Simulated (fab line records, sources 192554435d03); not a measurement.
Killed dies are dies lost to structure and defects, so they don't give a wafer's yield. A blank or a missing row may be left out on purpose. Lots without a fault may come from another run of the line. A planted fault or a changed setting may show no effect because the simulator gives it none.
fab line records | flow n5_finfet
record lots=24 wafers=72 last_day=18
route steps=1938 shown GATE_CUT@506 MOL_CONTACT_COAG@531 BEOL_M0_SAQP@636
lots that met no fault: from a run of the same line without faults
start_h: hours from the record's first day to the start of the lot's first wafer shown | wait_h: hours since the lot's step before | " the same as in the row above | L1.1+2: a row that stands for several wafers | - no value, or no start given | * or withheld: withheld | < > ~ a bound
route shown NAME@n: a module of which the file shows steps, and the number in the route of the first | usual: mean/standard deviation of fault-free wafers | same: alike in all rows | chamber/n: place in a boat | sites: the reading at each site | _std_site: their standard deviation | _edge_site: outer sites' mean less inner sites' | radius_mm: how far each site lies from the wafer's centre | mask NAME#n: copy n | behind: the tool/chamber that last shaped the wafer | hold: why the lot was held/for how many hours/how that ended | device: the transistor (n, p or np) that didn't switch | end of line: the same wafers' tests at the end of the route | a step without rows: its recipe alone | killed: dies lost to structure and defects at the first sort, not the wafer's yield | map: a wafer's dies, x killed, . not, _ none there
set.NAME: the setting as run; set.NAME@STEP: as run at that earlier step | model.NAME: the simulator's own value behind a step, which no gauge read
steps of the route over a sample of lots; a table a step, a row a wafer
services: from which hour (start_h, from the record's first day; less than 0 if before it) a tool's chamber was out of use, for how many hours, and why
## steps
# step N5_GATE_CUT_VAPOR_ETCH_51
# recipe chemistry=BCl3/Cl2 target=HfO2 mode=isotropic
# usual drypump_motor_current_A=5.8/0.44 oes_product_au=0.72/0.091
# columns lot.wafer tool chamber start_h wait_h drypump_motor_current_A oes_product_au
L074.2 rie_metal-03 1 85.16 0.0 5.1 0.81
L074.3 " 1 " " 5.1 0.80
L074.4 " 0 " " 6.2 0.89
L075.1 rie_metal-03 1 91.42 0.0 5.1 0.80
L075.4 " 0 " " 6.2 0.88
L075.6 " 0 " " 6.2 0.89
L076.2 rie_metal-02 1 94.70 0.0 5.6 0.65
L076.3 " 0 " " 5.9 0.66
L076.5 " 0 " " 5.9 0.65
L077.2 rie_metal-02 1 101.83 0.0 5.6 0.64
L077.4 " 1 " " 5.6 0.65
L077.5 " 1 " " 5.6 0.64
L078.2 rie_metal-02 1 108.12 0.0 5.6 0.65
L078.5 " 1 " " 5.6 0.65
L078.6 " 0 " " 5.9 0.65
L079.2 rie_metal-02 1 116.98 0.0 5.6 0.65
L079.4 " 1 " " 5.6 0.64
L079.6 " 1 " " 5.6 0.64
L080.4 rie_metal-01 1 125.64 0.1 6.4 0.67
L080.5 " 1 " " 6.4 0.67
L080.6 " 1 " " 6.4 0.67
L081.3 rie_metal-01 0 129.48 0.0 5.5 0.65
L081.5 " 1 " " 6.4 0.67
L081.6 " 0 " " 5.5 0.65
L082.1 rie_metal-03 0 132.52 0.0 6.2 0.87
L082.2 " 1 " " 5.1 0.80
L082.3 " 1 " " 5.1 0.79
L083.1 rie_metal-01 0 138.16 0.0 5.5 0.65
L083.3 " 1 " " 6.4 0.66
L083.4 " 0 " " 5.5 0.65
L084.3 rie_metal-03 0 146.81 0.0 6.2 0.86
L084.4 " 1 " " 5.1 0.79
L084.6 " 1 " " 5.1 0.79
L085.2 rie_metal-02 1 149.46 0.0 5.6 0.64
L085.4 " 0 " " 5.9 0.64
L085.6 " 0 " " 5.9 0.65
L086.1 rie_metal-01 1 157.70 0.0 6.3 0.66
L086.2 " 0 " " 5.5 0.65
L086.4 " 0 " " 5.6 0.65
L087.1 rie_metal-03 0 163.46 0.0 6.2 0.86
L087.3 " 1 " " 5.1 0.79
L087.6 " 1 " " 5.1 0.80
L088.2 rie_metal-03 1 168.91 0.0 5.1 0.80
L088.3 " 1 " " 5.1 0.80
L088.6 " 1 " " 5.1 0.80
L089.1 rie_metal-01 1 175.69 0.0 6.4 0.66
L089.2 " 0 " " 5.6 0.65
L089.3 " 1 " " 6.4 0.66
L090.1 rie_metal-01 1 178.94 0.0 6.4 0.66
L090.2 " 0 " " 5.6 0.65
L090.3 " 0 " " 5.6 0.65
L091.1 rie_metal-03 1 185.01 0.0 5.1 0.78
L091.2 " 0 " " 6.2 0.86
L091.6 " 1 " " 5.1 0.78
L092.4 rie_metal-03 0 189.39 0.0 6.2 0.86
L092.5 " 0 " " 6.2 0.87
L092.6 " 1 " " 5.1 0.79
L093.1 rie_metal-01 0 197.52 0.0 5.5 0.65
L093.5 " 1 " " 6.4 0.66
L093.6 " 0 " " 5.6 0.65
L094.3 rie_metal-01 1 211.02 0.0 6.4 0.65
L094.4 " 0 " " 5.5 0.65
L094.6 " 1 " " 6.4 0.65
L095.2 rie_metal-01 0 211.47 0.0 5.5 0.64
L095.3 " 1 " " 6.4 0.66
L095.6 " 0 " " 5.5 0.64
L096.1 rie_metal-03 0 218.55 0.1 6.2 0.84
L096.4 " 0 " " 6.2 0.84
L096.6 " 0 " " 6.2 0.85
L097.1 rie_metal-01 1 225.11 0.0 6.3 0.65
L097.2 " 0 " " 5.5 0.64
L097.4 " 0 " " 5.5 0.64
# step N5_MOL_CONTACT_COAG_ETCH_105
# recipe chemistry=CF4 target=SiARC target_depth_a=156 mask_material=CAR-EUV time_s=26 ion_energy_ev=80 pressure_mtorr=40 source_w=545 bias_w=36 Ar_flow_sccm=100 cf4_flow_sccm=100 ends=cleared
# usual drypump_motor_current_A=5.5/0.45 etch_rf_on_time_s=26.0/0.43 oes_product_au=0.68/0.081 rf_vpp_V=184.0/1.2 showerhead_plenum_p_Torr=2.14/0.072 throttle_valve_pct=15.60/0.26
# columns lot.wafer tool chamber start_h wait_h drypump_motor_current_A etch_rf_on_time_s oes_product_au rf_hours_counter_h rf_vpp_V showerhead_plenum_p_Torr throttle_valve_pct
L074.2 rie_diel-04 3 88.45 0.0 6.1 26.7 0.59 230 183.7 2.10 15.64
L074.3 " 2 " " 5.1 25.8 0.61 233 184.3 2.10 15.72
L074.4 " 0 " " 5.0 25.9 0.61 223 182.7 2.11 15.80
L075.1 rie_diel-03 1 96.15 0.0 5.3 26.0 0.74 48 182.2 2.09 15.28
L075.4 " 3 " " 5.1 26.1 0.65 115 186.1 2.25 15.67
L075.6 " 2 " " 5.9 26.3 0.62 - 184.1 2.12 15.60
L076.2 rie_diel-04 2 97.91 0.0 5.1 25.9 0.61 235 184.7 2.10 15.74
L076.3 " 3 " " 6.2 26.3 0.60 233 185.1 2.10 15.64
L076.5 " 2 " " 5.1 25.8 0.60 - 182.8 2.10 15.73
L077.2 rie_diel-02 1 105.03 0.0 6.4 27.4 0.59 229 182.6 2.11 15.43
L077.4 " 2 " " 5.1 26.4 0.75 32 183.9 2.09 15.34
L077.5 " 3 " " 5.3 25.8 0.85 - 185.3 2.27 15.25
L078.2 rie_diel-03 1 111.48 0.0 5.3 26.1 0.73 52 183.1 2.09 15.29
L078.5 " 2 " " 5.8 26.0 0.62 - 184.4 2.12 15.60
L078.6 " 1 " " 5.3 25.9 0.73 - 183.6 2.09 15.29
L079.2 rie_diel-02 2 121.12 0.0 5.1 26.0 0.74 38 182.6 2.08 15.33
L079.4 " 1 " " 6.4 27.2 0.58 235 185.5 2.11 15.44
L079.6 " 3 " " 5.3 25.4 0.84 - 186.4 2.27 15.27
L080.4 rie_diel-02 2 129.76 0.0 5.2 25.7 0.74 41 184.1 2.08 15.37
L080.5 " 2 " " 5.1 25.7 0.74 - 181.4 2.08 15.35
L080.6 " 3 " " 5.3 25.3 0.83 - 185.0 2.27 15.28
L081.3 rie_diel-03 2 134.57 0.0 5.9 26.5 0.60 203 183.0 2.11 15.61
L081.5 " 3 " " 5.2 26.4 0.65 - 184.5 2.25 15.70
L081.6 " 2 " " 5.9 26.6 0.61 - 185.7 2.11 15.64
L082.1 rie_diel-04 1 135.94 0.0 6.0 25.8 0.63 179 185.1 2.22 15.93
L082.2 " 2 " " 5.1 25.5 0.61 249 185.3 2.10 15.76
L082.3 " 3 " " 6.2 26.6 0.60 246 182.5 2.10 15.65
L083.1 rie_diel-02 0 141.36 0.0 5.1 26.1 0.61 203 183.4 2.05 16.09
L083.3 " 2 " " 5.1 25.5 0.74 45 183.7 2.08 15.37
L083.4 " 3 " " 5.2 25.1 0.82 14 185.7 2.26 15.29
L084.3 rie_diel-03 2 150.13 0.0 5.9 26.2 0.61 208 184.5 2.11 15.63
L084.4 " 3 " " 5.1 26.2 0.65 134 185.3 2.24 15.73
L084.6 " 1 " " 5.3 26.0 0.73 - 184.8 2.09 15.31
L085.2 rie_diel-04 3 152.97 0.0 6.2 26.7 0.58 254 183.4 2.09 15.67
L085.4 " 0 " " 5.0 26.2 0.58 - 182.6 2.10 15.86
L085.6 " 3 " " 6.2 26.6 0.58 - 184.4 2.09 15.67
L086.1 rie_diel-03 3 160.92 0.0 5.1 26.4 0.64 138 184.1 2.24 15.71
L086.2 " 1 " " 5.3 26.3 0.71 64 183.8 2.09 15.32
L086.4 " 1 " " 5.3 26.2 0.72 - 183.6 2.09 15.32
L087.1 rie_diel-02 2 166.82 0.0 5.1 25.7 0.72 54 185.1 2.08 15.39
L087.3 " 0 " " 5.1 26.0 0.61 213 181.8 2.04 16.11
L087.6 " 3 " " 5.3 25.1 0.80 - 186.7 2.26 15.31
L088.2 rie_diel-03 2 172.17 0.0 5.8 26.3 0.60 219 184.0 2.11 15.65
L088.3 " 1 " " 5.3 26.0 0.71 71 183.3 2.09 15.34
L088.6 " 3 " " 5.1 26.1 0.64 - 184.3 2.24 15.73
L089.1 rie_diel-03 3 179.06 0.0 5.1 26.1 0.63 147 186.2 2.24 15.76
L089.2 " 1 " " 5.3 26.1 0.71 73 183.4 2.09 15.31
L089.3 " 2 " " 5.9 26.5 0.60 221 182.9 2.11 15.66
L090.1 rie_diel-04 2 182.52 0.0 5.1 25.7 0.80 8 184.1 2.10 15.28
L090.2 " 1 " " 6.0 26.2 0.61 198 185.4 2.21 15.96
L090.3 " 3 " " 6.1 26.5 0.80 2 183.5 2.09 15.15
L091.1 rie_diel-03 2 188.40 0.0 5.9 26.1 0.61 226 183.4 2.10 15.66
L091.2 " 1 " " 5.3 25.9 0.71 78 183.0 2.08 15.36
L091.6 " 1 " " 5.3 26.1 0.70 - 183.6 2.08 15.34
L092.4 rie_diel-03 2 193.45 0.0 5.8 26.2 0.59 229 183.8 2.10 15.67
L092.5 " 1 " " 5.3 26.1 0.70 - 184.1 2.08 15.33
L092.6 " 0 " " 6.1 25.5 0.76 - 183.4 2.09 15.72
L093.1 rie_diel-02 1 200.80 0.0 6.4 25.6 0.83 6 183.9 2.10 15.01
L093.5 " 3 " " 5.3 25.7 0.77 - 185.9 2.26 15.32
L093.6 " 2 " " 5.1 26.0 0.71 - 183.7 2.07 15.41
L094.3 rie_diel-03 0 214.55 0.0 6.1 25.3 0.76 38 184.2 2.09 15.75
L094.4 " 2 " " 5.9 26.1 0.59 238 183.5 2.10 15.71
L094.6 " 1 " " 5.3 26.2 0.69 - 183.2 2.08 15.36
L095.2 rie_diel-04 0 215.47 0.0 4.9 25.4 0.83 3 182.0 2.10 15.36
L095.3 " 3 " " 6.2 26.5 0.77 15 184.3 2.09 15.18
L095.6 " 1 " " 6.0 26.0 0.61 - 184.1 2.20 15.99
L096.1 rie_diel-03 0 222.21 0.0 6.2 25.3 0.74 40 183.5 2.09 15.74
L096.4 " 3 " " 5.2 26.0 0.62 166 184.9 2.23 15.78
L096.6 " 3 " " 5.1 26.2 0.61 - 185.1 2.23 15.75
L097.1 rie_diel-02 3 228.85 0.0 5.3 25.5 0.75 48 185.4 2.25 15.34
L097.2 " 1 " " 6.4 25.7 0.79 17 183.0 2.10 15.03
L097.4 " 0 " " 5.1 26.2 0.60 237 182.7 2.03 16.17
# step N5_MOL_CONTACT_COAG_ALD_133
# recipe material=SiO2 target_thk_a=50 temp_c=100 ald_precursor_family=BDEAS ald_co_reactant=O2-plasma pulse_time_s=1 co_reactant_pulse_time_s=1 purge_time_s=2 co_reactant_purge_time_s=2 ald_cycles=35 pressure_torr=2
# usual chamber_pressure_Torr=2.000/0.0049 heater_power_w=79/10 precursor_pulse_height_rel=1.001/0.02 susceptor_temp_C=100.00/0.12
# same pulse_time_s=1
# columns lot.wafer tool chamber start_h wait_h chamber_pressure_Torr heater_power_w precursor_pulse_height_rel susceptor_temp_C
L074.2 ald_sin-01 0 100.93 0.1 2.005 79 1.013 99.93
L074.3 " 1 " " 2.003 82 1.006 100.01
L074.4 " 3 " " 1.990 74 1.000 99.92
L075.1 ald_sin-02 1 109.63 1.0 2.004 87 1.035 100.12
L075.4 " 0 " " 2.005 65 1.011 99.97
L075.6 " 3 " " 1.996 76 1.009 99.73
L076.2 ald_sin-02 0 113.80 0.5 1.998 64 1.012 100.13
L076.3 " 1 " " 2.006 85 1.037 99.95
L076.5 " 0 " " 1.998 64 1.048 100.13
L077.2 ald_sin-03 0 116.93 0.1 1.994 81 1.005 100.00
L077.4 " 3 " " 2.003 99 1.023 100.08
L077.5 " 0 " " 1.997 84 0.967 100.05
L078.2 ald_sin-01 3 123.18 0.1 2.004 75 1.008 100.13
L078.5 " 1 " " 1.996 84 0.969 100.11
L078.6 " 0 " " 1.996 78 1.006 100.20
L079.2 ald_sin-01 2 131.86 0.1 1.995 97 0.998 99.89
L079.4 " 1 " " 2.015 82 1.011 100.10
L079.6 " 1 " " 2.000 86 1.022 99.86
L080.4 ald_sin-02 3 140.22 0.1 1.997 79 1.009 100.15
L080.5 " 0 " " 2.001 64 0.990 100.04
L080.6 " 1 " " 2.001 86 1.005 100.15
L081.3 ald_sin-02 0 145.35 0.1 1.999 64 1.004 99.81
L081.5 " 0 " " 2.002 65 1.007 100.05
L081.6 " 3 " " 1.994 79 0.982 99.94
L082.1 ald_sin-02 3 146.94 0.1 1.998 77 1.002 99.88
L082.2 " 2 " " 1.997 68 1.019 99.87
L082.3 " 0 " " 1.993 63 1.006 99.90
L083.1 ald_sin-02 3 155.45 0.4 2.004 79 1.016 100.14
L083.3 " 1 " " 2.003 85 1.032 99.84
L083.4 " 2 " " 2.000 70 0.983 99.87
L084.3 ald_sin-03 3 162.31 0.1 1.999 102 1.018 100.01
L084.4 " 2 " " 2.004 70 0.966 100.19
L084.6 " 0 " " 2.000 82 1.009 99.75
L085.2 ald_sin-02 1 164.99 0.1 1.999 88 1.003 99.75
L085.4 " 0 " " 2.002 66 1.025 99.96
L085.6 " 2 " " 2.003 69 1.014 100.10
L086.1 ald_sin-02 0 176.98 0.7 1.999 64 0.991 99.82
L086.2 " 1 " " 1.993 86 1.030 100.00
L086.4 " 2 " " 2.005 70 0.982 99.80
L087.1 ald_sin-02 0 180.58 0.4 1.993 64 0.991 100.23
L087.3 " 3 " " 1.993 76 0.980 100.01
L087.6 " 1 " " 1.992 86 0.977 100.20
L088.2 ald_sin-01 2 184.46 0.1 1.998 98 1.038 100.17
L088.3 " 0 " " 2.002 78 1.005 100.20
L088.6 " 1 " " 2.001 82 0.989 100.14
L089.1 ald_sin-03 0 193.37 0.1 1.997 75 1.046 100.07
L089.2 " 2 " " 1.997 71 1.002 100.05
L089.3 " 3 " " 1.996 99 1.016 99.99
L090.1 ald_sin-02 1 198.57 0.1 1.998 86 0.973 100.02
L090.2 " 2 " " 2.005 68 1.021 100.03
L090.3 " 0 " " 1.994 65 1.034 100.01
L091.1 ald_sin-02 3 201.37 0.2 2.000 80 1.018 99.96
L091.2 " 2 " " 2.006 68 1.007 99.79
L091.6 " 3 " " 2.007 80 1.000 99.94
L092.4 ald_sin-02 1 204.36 0.1 2.001 87 1.024 100.02
L092.5 " 3 " " 2.001 77 1.000 100.01
L092.6 " 0 " " 1.996 63 0.985 99.91
L093.1 ald_sin-01 3 210.88 0.1 1.998 75 0.985 100.12
L093.5 " 2 " " 2.002 97 0.982 99.97
L093.6 " 1 " " 2.000 84 0.997 99.89
L094.3 ald_sin-03 1 227.97 0.1 2.000 69 0.969 99.89
L094.4 " 3 " " 1.986 97 1.036 100.15
L094.6 " 3 " " 1.992 97 0.958 99.95
L095.2 ald_sin-03 3 228.15 0.1 1.998 99 1.020 100.01
L095.3 " 1 " " 1.997 69 1.014 100.03
L095.6 " 1 " " 1.996 69 0.984 100.02
L096.1 ald_sin-01 1 235.00 0.1 1.996 83 0.982 100.13
L096.4 " 3 " " 1.989 74 0.986 100.07
L096.6 " 0 " " 1.999 78 1.023 99.90
L097.1 ald_sin-01 2 239.86 0.1 1.992 99 0.996 99.73
L097.2 " 0 " " 1.993 79 0.990 100.13
L097.4 " 3 " " 2.002 75 0.998 99.94
# step N5_MOL_CONTACT_COAG_THK_MEAS_53
# recipe reads=SiO2_of_MOL_CONTACT_COAG_PECVD_31
# usual VIA_MOL_THK=43.6/0.61
# columns lot.wafer tool chamber start_h wait_h VIA_MOL_THK[nm]
L074.2 film_metro-01 - 102.36 - 43.1
L074.3 " - " " 43.6
L074.4 " - " " 44.6
L075.1 film_metro-01 - 111.11 - 43.1
L075.4 " - " " 44.0
L075.6 " - " " 44.3
L076.2 film_metro-02 - 115.25 - 42.9
L076.3 " - " " 43.7
L076.5 " - " " 43.9
L077.2 film_metro-02 - 118.61 - 43.3
L077.4 " - " " 43.8
L077.5 " - " " 44.6
L078.2 film_metro-02 - 124.72 - 42.5
L078.5 " - " " 43.0
L078.6 " - " " 43.3
L079.2 film_metro-01 - 133.41 - 42.8
L079.4 " - " " 44.6
L079.6 " - " " 43.2
L080.4 film_metro-02 - 141.86 - 43.5
L080.5 " - " " 44.4
L080.6 " - " " 44.3
L081.3 film_metro-02 - 146.85 - 43.5
L081.5 " - " " 43.8
L081.6 " - " " 44.6
L082.1 film_metro-01 - 148.37 - 43.4
L082.2 " - " " 42.9
L082.3 " - " " 43.5
L083.1 film_metro-01 - 156.90 - 42.8
L083.3 " - " " 42.8
L083.4 " - " " 43.6
L084.3 film_metro-01 - 163.75 - 43.7
L084.4 " - " " 43.7
L084.6 " - " " 44.0
L085.2 film_metro-02 - 166.78 - 42.9
L085.4 " - " " 43.7
L085.6 " - " " 43.3
L086.1 film_metro-02 - 178.42 - 42.9
L086.2 " - " " 43.9
L086.4 " - " " 44.5
L087.1 film_metro-02 - 182.14 - 43.1
L087.3 " - " " 43.4
L087.6 " - " " 44.1
L088.2 film_metro-02 - 185.96 - 44.0
L088.3 " - " " 43.5
L088.6 " - " " 44.4
L089.1 film_metro-02 - 195.02 - 42.7
L089.2 " - " " 42.6
L089.3 " - " " 43.0
L090.1 film_metro-02 - 200.08 - 44.1
L090.2 " - " " 43.1
L090.3 " - " " 43.2
L091.1 film_metro-01 - 202.93 - 44.2
L091.2 " - " " 44.0
L091.6 " - " " 44.7
L092.4 film_metro-02 - 205.85 - 44.4
L092.5 " - " " 44.8
L092.6 " - " " 43.6
L093.1 film_metro-01 - 212.41 - 43.0
L093.5 " - " " 43.1
L093.6 " - " " 44.9
L094.3 film_metro-02 - 230.14 - 43.8
L094.4 " - " " 44.5
L094.6 " - " " 43.8
L095.2 film_metro-01 - 230.36 - 43.2
L095.3 " - " " 43.8
L095.6 " - " " 44.0
L096.1 film_metro-02 - 236.43 - 43.5
L096.4 " - " " 43.2
L096.6 " - " " 43.9
L097.1 film_metro-01 - 241.39 - 43.0
L097.2 " - " " 43.9
L097.4 " - " " 43.6
# step N5_BEOL_M0_SAQP_PECVD_96
# recipe material=a-Si target_thk_a=450 temp_c=350 precursor=SiH4/He pressure_torr=3 rf_w=100 time_s=45.2
# usual chamber_pressure_Torr=3.000/0.0065 heater_power_w=613/50 showerhead_plenum_p_Torr=5.67/0.046 susceptor_temp_C=350.04/0.19 throttle_valve_pct=18.0/0.81
# columns lot.wafer tool chamber start_h wait_h chamber_pressure_Torr heater_power_w showerhead_plenum_p_Torr susceptor_temp_C throttle_valve_pct
L074.2 pecvd-02 2 107.20 0.0 3.000 564 5.65 349.97 18.4
L074.3 " 0 " " 2.997 623 5.68 350.10 20.4
L074.4 " 2 " " 2.988 581 5.63 349.83 18.0
L075.1 pecvd-02 0 115.33 0.0 3.001 588 5.69 350.05 20.1
L075.4 " 0 " " 3.002 576 5.68 349.83 20.4
L075.6 " 2 " " 2.993 627 5.64 349.91 18.3
L076.2 pecvd-03 1 120.17 0.0 2.989 614 5.75 350.23 17.9
L076.3 " 0 " " 2.993 646 5.66 350.11 18.1
L076.5 " 2 " " 2.991 653 5.63 349.77 17.0
L077.2 pecvd-04 0 122.96 0.0 2.996 624 5.65 350.20 17.6
L077.4 " 0 " " 3.009 636 5.66 350.45 17.4
L077.5 " 1 " " 2.994 650 5.63 350.22 17.5
L078.2 pecvd-04 0 130.58 0.0 3.004 600 5.64 350.30 17.7
L078.5 " 1 " " 2.994 636 5.63 350.04 17.4
L078.6 " 0 " " 2.998 625 5.63 350.09 17.3
L079.2 pecvd-04 2 137.81 0.0 3.004 485 5.61 349.91 18.3
L079.4 " 0 " " 2.998 641 5.64 350.28 17.7
L079.6 " 1 " " 3.007 628 5.64 350.14 17.6
L080.4 pecvd-02 2 145.84 0.0 2.998 512 5.66 349.84 18.3
L080.5 " 0 " " 3.000 615 5.69 350.10 20.6
L080.6 " 1 " " 2.995 635 5.70 349.83 17.9
L081.3 pecvd-03 0 150.80 0.0 2.993 675 5.66 350.20 18.0
L081.5 " 2 " " 3.015 618 5.67 350.14 16.9
L081.6 " 0 " " 2.996 697 5.66 350.06 18.3
L082.1 pecvd-02 1 153.46 0.0 3.013 569 5.70 350.03 18.1
L082.2 " 2 " " 2.999 540 5.63 350.04 18.0
L082.3 " 0 " " 2.994 561 5.69 349.74 20.4
L083.1 pecvd-03 1 160.90 0.0 3.004 574 5.74 349.76 17.8
L083.3 " 2 " " 2.992 651 5.65 350.25 17.0
L083.4 " 1 " " 3.006 580 5.75 350.04 17.7
L084.3 pecvd-03 0 169.62 0.0 2.998 678 5.66 350.09 18.1
L084.4 " 0 " " 2.995 672 5.66 350.18 18.0
L084.6 " 2 " " 2.994 657 5.66 349.75 17.2
L085.2 pecvd-03 2 171.29 0.0 3.012 604 5.64 349.94 17.1
L085.4 " 0 " " 3.009 615 5.65 349.92 17.9
L085.6 " 2 " " 3.009 619 5.66 349.74 17.3
L086.1 pecvd-03 0 183.11 0.0 2.993 677 5.65 349.70 18.5
L086.2 " 2 " " 3.008 606 5.65 350.05 17.2
L086.4 " 0 " " 3.001 670 5.65 349.92 18.2
L087.1 pecvd-03 0 186.41 0.0 3.003 577 5.66 350.17 18.2
L087.3 " 2 " " 3.003 676 5.65 349.69 17.2
L087.6 " 1 " " 2.998 604 5.76 350.10 17.5
L088.2 pecvd-03 2 191.68 0.0 2.995 645 5.66 350.11 17.1
L088.3 " 1 " " 3.001 604 5.74 350.04 17.8
L088.6 " 1 " " 2.995 592 5.75 349.85 17.8
L089.1 pecvd-04 2 199.17 0.0 3.008 496 5.60 350.10 18.8
L089.2 " 0 " " 2.996 698 5.65 350.00 17.5
L089.3 " 1 " " 3.001 604 5.64 350.05 17.6
L090.1 pecvd-04 2 205.06 0.0 3.013 530 5.60 349.73 18.7
L090.2 " 0 " " 2.997 694 5.66 349.69 17.7
L090.3 " 1 " " 2.990 556 5.63 350.26 17.8
L091.1 pecvd-03 1 208.15 0.0 3.004 672 5.76 350.05 17.8
L091.2 " 2 " " 2.988 648 5.65 349.55 17.1
L091.6 " 1 " " 3.015 670 5.75 349.87 17.6
L092.4 pecvd-03 2 210.96 0.0 3.010 638 5.67 350.14 17.4
L092.5 " 0 " " 3.001 653 5.65 350.27 18.0
L092.6 " 1 " " 2.994 635 5.77 349.74 17.8
L093.1 pecvd-04 1 217.75 0.0 2.996 574 5.65 350.06 17.7
L093.5 " 0 " " 3.005 595 5.63 350.21 17.7
L093.6 " 1 " " 3.006 596 5.62 350.20 17.7
L094.3 pecvd-02 2 234.41 0.0 3.002 608 5.64 349.82 18.2
L094.4 " 2 " " 2.997 604 5.64 349.89 18.0
L094.6 " 0 " " 3.003 529 5.67 350.16 20.0
L095.2 pecvd-04 0 238.95 0.0 3.008 708 5.64 350.33 17.8
L095.3 " 1 " " 3.000 605 5.64 349.67 17.9
L095.6 " 1 " " 2.997 605 5.65 349.87 17.9
L096.1 pecvd-03 2 240.55 0.0 3.004 642 5.65 350.13 17.1
L096.4 " 1 " " 3.000 600 5.75 350.22 17.6
L096.6 " 2 " " 2.999 640 5.65 350.07 16.9
L097.1 pecvd-03 1 246.15 0.0 2.991 654 5.77 350.34 17.7
L097.2 " 0 " " 2.997 702 5.65 349.78 18.5
L097.4 " 2 " " 2.998 580 5.65 350.02 17.1
# step N5_BEOL_M0_SAQP_HM_DEP_111
# recipe material=SiO2 target_thk_a=120 temp_c=400 precursor=SiH4/N2O pressure_torr=0.75 rf_w=275 time_s=7.2
# usual chamber_pressure_Torr=0.7500/0.0018 heater_power_w=750/70 showerhead_plenum_p_Torr=8.12/0.11 susceptor_temp_C=400.02/0.22
# columns lot.wafer tool chamber start_h wait_h chamber_pressure_Torr heater_power_w showerhead_plenum_p_Torr susceptor_temp_C
L074.2 pecvd-03 0 107.49 0.0 0.7467 851 8.10 400.19
L074.3 " 0 " " 0.7481 859 8.11 400.11
L074.4 " 1 " " 0.7498 741 8.38 400.22
L075.1 pecvd-03 0 115.63 0.0 0.7490 823 8.13 399.85
L075.4 " 2 " " 0.7480 790 8.11 399.91
L075.6 " 1 " " 0.7532 824 8.37 400.22
L076.2 pecvd-02 2 120.39 0.0 0.7511 719 8.08 399.99
L076.3 " 2 " " 0.7486 704 8.06 400.09
L076.5 " 0 " " 0.7493 784 8.20 399.79
L077.2 pecvd-04 0 123.18 0.0 0.7495 873 8.10 400.10
L077.4 " 1 " " 0.7534 732 8.07 399.56
L077.5 " 0 " " 0.7510 867 8.08 399.96
L078.2 pecvd-03 0 130.80 0.0 0.7529 729 8.12 400.07
L078.5 " 1 " " 0.7488 758 8.41 400.09
L078.6 " 2 " " 0.7516 784 8.09 400.14
L079.2 pecvd-04 2 138.03 0.0 0.7491 573 7.94 400.04
L079.4 " 1 " " 0.7494 686 8.08 399.84
L079.6 " 0 " " 0.7477 877 8.10 400.12
L080.4 pecvd-03 0 146.06 0.1 0.7498 868 8.11 399.92
L080.5 " 2 " " 0.7505 802 8.10 399.90
L080.6 " 1 " " 0.7511 782 8.40 400.56
L081.3 pecvd-02 0 151.02 0.0 0.7514 754 8.20 399.97
L081.5 " 1 " " 0.7495 750 8.25 400.13
L081.6 " 2 " " 0.7471 756 8.08 400.18
L082.1 pecvd-04 0 153.68 0.0 0.7478 835 8.10 399.96
L082.2 " 2 " " 0.7487 628 7.98 400.10
L082.3 " 1 " " 0.7493 805 8.09 400.09
L083.1 pecvd-04 2 161.12 0.0 0.7483 648 7.97 400.14
L083.3 " 0 " " 0.7505 781 8.08 399.90
L083.4 " 1 " " 0.7483 676 8.07 399.41
L084.3 pecvd-02 1 169.84 0.0 0.7510 665 8.24 400.01
L084.4 " 0 " " 0.7536 644 8.20 400.42
L084.6 " 1 " " 0.7522 676 8.23 399.97
L085.2 pecvd-04 1 171.51 0.0 0.7515 774 8.08 399.81
L085.4 " 1 " " 0.7521 768 8.09 400.27
L085.6 " 2 " " 0.7508 572 7.95 399.91
L086.1 pecvd-04 0 183.32 0.0 0.7493 755 8.08 399.65
L086.2 " 2 " " 0.7481 650 7.95 399.77
L086.4 " 2 " " 0.7484 664 7.94 400.08
L087.1 pecvd-04 2 186.63 0.0 0.7459 661 7.97 400.08
L087.3 " 1 " " 0.7546 795 8.07 400.10
L087.6 " 1 " " 0.7499 808 8.05 400.27
L088.2 pecvd-02 0 191.90 0.0 0.7536 673 8.22 399.57
L088.3 " 1 " " 0.7515 758 8.23 400.21
L088.6 " 1 " " 0.7509 748 8.27 399.78
L089.1 pecvd-02 2 199.39 0.0 0.7519 721 8.07 399.68
L089.2 " 1 " " 0.7490 764 8.25 400.06
L089.3 " 2 " " 0.7479 754 8.08 399.74
L090.1 pecvd-03 2 205.28 0.0 0.7478 696 8.09 399.79
L090.2 " 1 " " 0.7502 760 8.37 400.29
L090.3 " 0 " " 0.7495 770 8.11 399.78
L091.1 pecvd-04 0 208.36 0.0 0.7511 850 8.08 399.87
L091.2 " 2 " " 0.7485 665 7.96 400.37
L091.6 " 0 " " 0.7496 826 8.08 399.87
L092.4 pecvd-02 0 211.18 0.1 0.7500 715 8.19 399.55
L092.5 " 2 " " 0.7513 723 8.09 400.05
L092.6 " 1 " " 0.7491 789 8.25 400.39
L093.1 pecvd-02 0 217.96 0.0 0.7498 712 8.19 400.11
L093.5 " 2 " " 0.7499 768 8.08 400.09
L093.6 " 0 " " 0.7484 711 8.20 400.21
L094.3 pecvd-04 2 234.63 0.0 0.7487 673 7.97 400.14
L094.4 " 0 " " 0.7513 869 8.09 400.53
L094.6 " 1 " " 0.7476 794 8.05 400.13
L095.2 pecvd-04 1 239.17 0.0 0.7498 775 8.07 400.26
L095.3 " 0 " " 0.7502 804 8.08 400.10
L095.6 " 1 " " 0.7479 804 8.07 400.24
L096.1 pecvd-02 2 240.77 0.0 0.7505 782 8.09 399.97
L096.4 " 2 " " 0.7528 794 8.09 400.33
L096.6 " 1 " " 0.7503 712 8.25 399.94
L097.1 pecvd-02 2 246.37 0.0 0.7467 766 8.09 399.77
L097.2 " 0 " " 0.7509 689 8.20 399.91
L097.4 " 2 " " 0.7497 783 8.08 399.94
## services
# columns tool chamber start_h hours kind
rie_diel-03 0 63.04 1.6 repair
pecvd-02 - 64.22 5.5 pm
rie_metal-01 - 69.73 3.4 repair
pecvd-04 - 73.03 0.2 repair
rie_metal-02 - 79.49 14.6 pm
ald_sin-01 - 85.29 14.0 pm
rie_metal-03 - 92.99 14.6 pm
pecvd-02 1 105.49 26.6 repair
pecvd-02 2 120.62 4.6 repair
pecvd-04 - 127.46 1.1 repair
rie_diel-03 1 129.58 13.2 repair
ald_sin-01 3 141.04 5.9 repair
pecvd-04 1 141.84 5.4 repair
rie_metal-02 - 152.42 0.4 repair
pecvd-03 - 157.40 0.8 pm
pecvd-03 - 174.99 5.5 repair
pecvd-04 0 176.00 2.2 repair
rie_metal-03 - 181.71 0.5 repair
ald_sin-02 2 202.57 4.8 repair
rie_diel-03 1 204.96 8.0 repair
ald_sin-02 2 219.17 9.0 repair
rie_diel-03 0 222.41 3.9 repair
pecvd-02 - 233.00 0.7 repair
rie_diel-04 0 244.97 22.3 repair
## key
fault none
